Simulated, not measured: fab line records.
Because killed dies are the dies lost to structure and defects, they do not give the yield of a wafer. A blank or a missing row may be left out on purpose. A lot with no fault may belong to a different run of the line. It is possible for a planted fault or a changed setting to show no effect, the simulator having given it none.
One fault seen from 2 desks / flow n5_finfet / every desk sees just its own numbers, and what lay behind them comes last

== THE TOOL OWNER'S DESK: pvd_sputter-01 ==
The tool's own readings at N5_BEOL_M11_PRE_CLEAN_45 (time 30 s): means of the sampled wafers that have a number, for each lot that ran on this tool. Marked OUT: a lot whose mean sits more than 4 standard deviations from the usual mean, which makes it out of limits; the brackets give that distance.
Columns: A = heater_power_w at N5_BEOL_M11_PRE_CLEAN_45, usual 325 W
lot=L890; first seen here=day 11 20:43; A=342
lot=L896; first seen here=day 13 14:14; A=344
lot=L897; first seen here=day 14 01:33; A=314
lot=L904; first seen here=day 15 02:32; A=343
lot=L903; first seen here=day 15 11:45; A=292
Finding of this desk: none of the 5 lots has anything out of limits.

== THE METROLOGY DESK ==
Lot by lot, what the gauges showed, no matter which tool ran the lot: averages of those sampled wafers that carry a number. Marked OUT: a lot whose mean sits more than 4 standard deviations from the usual mean, which makes it out of limits; the brackets give that distance.
Columns: A = MIM_TOP_OVL at N5_MIM_TOP_LITHO_OVL_MEAS_11, usual 2 nm; B = PASS_OPEN_OVL at N5_PASSIVATION_OVL_MEAS_66, usual 2 nm
lot=L886; first seen here=day 12 07:17; A=3; B=-2
lot=L884; first seen here=day 12 14:55; A=0; B=-4
lot=L889; first seen here=day 12 20:22; A=9; B=0
lot=L890; first seen here=day 13 05:25; A=0; B=1
lot=L892; first seen here=day 13 14:54; A=-8; B=-2
lot=L893; first seen here=day 14 07:10; A=-10; B=7
lot=L894; first seen here=day 14 07:38; A=-3; B=-5
lot=L896; first seen here=day 14 19:11; A=0; B=4
lot=L895; first seen here=day 14 20:40; A=1; B=4
lot=L897; first seen here=day 15 03:32; A=4; B=4
lot=L904; first seen here=day 16 07:49; A=-5; B=-2
lot=L903; first seen here=day 16 18:47; A=5; B=10
lot=L906; first seen here=day 17 11:46; A=-1; B=-2
lot=L907; first seen here=day 17 13:52; A=-4; B=-7
Finding of this desk: none of the 14 lots has anything out of limits.

== PUT TOGETHER ==
The desk of the tool owner found nothing out of limits.
The metrology desk saw nothing out of limits.

== WHAT WAS PUT IN BY THE SIMULATOR ==
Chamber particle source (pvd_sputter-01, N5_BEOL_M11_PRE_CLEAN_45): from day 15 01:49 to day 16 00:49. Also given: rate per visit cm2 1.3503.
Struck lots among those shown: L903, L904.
